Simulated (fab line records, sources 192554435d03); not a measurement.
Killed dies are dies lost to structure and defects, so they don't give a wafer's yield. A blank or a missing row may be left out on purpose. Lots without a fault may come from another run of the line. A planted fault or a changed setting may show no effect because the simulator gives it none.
Split-lot experiment | flow n5_finfet | 7 lots, 21 wafers read, on a route of 1938 steps

THE SPLIT
At N5_BEOL_M10_COAT_60 (time 60 s, resist thk 30 nm), the setting spin_rpm was moved away from the recipe's 1500 rpm on 6 of the 21 wafers read, by -5.9% to +10.0%. The other wafers ran this setting at the recipe's value.

The reading is taken at the split's own step.

THE READING
SiARC_of_BEOL_M10_COAT_60.thk_nm (the simulator's own value, which no gauge read), in nm, at N5_BEOL_M10_COAT_60 (time 60 s, resist thk 30 nm). The file gives no usual value for it. The 15 wafers here that ran the recipe average 30.0 nm, standard deviation 0.1 nm.

wafer  | tool, chamber at the split | spin_rpm as run, rpm | against the recipe | SiARC_of_BEOL_M10_COAT_60.thk_nm, nm | against lot-mates on the recipe
L075.1 | litho_track-01, 0          | 1500                 | recipe             | 29.8                                 | -
L075.3 | litho_track-01, 0          | 1500                 | recipe             | 29.8                                 | -
L075.2 | litho_track-01, 0          | 1500                 | recipe             | 30                                   | -
L081.1 | litho_track-01, 0          | 1500                 | recipe             | 30                                   | -
L081.2 | litho_track-01, 0          | 1500                 | recipe             | 30                                   | -
L081.5 | litho_track-01, 0          | 1500                 | recipe             | 30                                   | -
L082.1 | litho_track-03, 0          | 1558                 | +3.9%              | 29.4                                 | -0.8
L082.2 | litho_track-03, 0          | 1558                 | +3.9%              | 29.6                                 | -0.6
L082.5 | litho_track-03, 0          | 1500                 | recipe             | 30.2                                 | -
L084.3 | litho_track-05, 0          | 1650                 | +10.0%             | 28.6                                 | no lot-mate on the recipe
L084.5 | litho_track-05, 0          | 1650                 | +10.0%             | 28.6                                 | no lot-mate on the recipe
L084.6 | litho_track-05, 0          | 1650                 | +10.0%             | 28.6                                 | no lot-mate on the recipe
L094.3 | litho_track-03, 0          | 1500                 | recipe             | 30                                   | -
L094.4 | litho_track-03, 0          | 1500                 | recipe             | 30                                   | -
L094.5 | litho_track-03, 0          | 1500                 | recipe             | 30                                   | -
L096.2 | litho_track-05, 0          | 1500                 | recipe             | 30                                   | -
L096.4 | litho_track-05, 0          | 1500                 | recipe             | 30                                   | -
L096.3 | litho_track-05, 0          | 1500                 | recipe             | 29.8                                 | -
L097.3 | litho_track-05, 0          | 1500                 | recipe             | 30                                   | -
L097.6 | litho_track-05, 0          | 1500                 | recipe             | 30                                   | -
L097.5 | litho_track-05, 0          | 1411                 | -5.9%              | 31                                   | +1.0

THE FIT
A straight line over all 21 wafers: SiARC_of_BEOL_M10_COAT_60.thk_nm changes by -0.141 nm for each +1% of spin_rpm; r = -0.98; the points scatter about the line by 0.11 nm.
The same after taking each lot's own level away (the mean of its wafers on the recipe; 18 wafers): -0.174 nm for each +1%; r = -0.98; scatter 0.069 nm.
On that fit, the largest move of spin_rpm shifts the reading by 1.7 nm.
The lots' own levels span 29.87 to 30.20 nm, that is 3.3 times the standard deviation above.
So the lot-to-lot level changes the slope: the two fits differ.
Check: with one of the wafers moved furthest among these (-5.9%) left out of the fit, the line predicts +1.07 nm for it against its lot-mates. It came out at +1 nm against them.

OTHER SPLITS ON THESE WAFERS
These wafers also went through other splits before the reading. Each is held against what the fit with the lots' levels taken away leaves over:
other split on the same wafers     | wafers away from the commonest value | r with SiARC_of_BEOL_M10_COAT_60.thk_nm (lot level and that fit taken away)
N5_BEOL_M5_ETCH_72 bias_w          | 4                                    | +0.10
N5_BEOL_M6_ILD_DEP_00 time_s       | 6                                    | -0.16
N5_BEOL_M6_COAT_05 spin_rpm        | 7                                    | +0.08
N5_BEOL_M7_COAT_05 spin_rpm        | 7                                    | -0.14
N5_BEOL_M7_ETCH_61 source_w        | 6                                    | +0.02
N5_BEOL_M8_PECVD_70 time_s         | 6                                    | -0.28
N5_BEOL_M8_ETCH_65 source_w        | 4                                    | -0.21
N5_BEOL_M8_TRENCH_ETCH_37 source_w | 9                                    | +0.23

THE FILE'S OWN FIT
SiARC_of_BEOL_M10_COAT_60.thk_nm changes by -0.172 nm for each +1% of spin_rpm, r = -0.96.
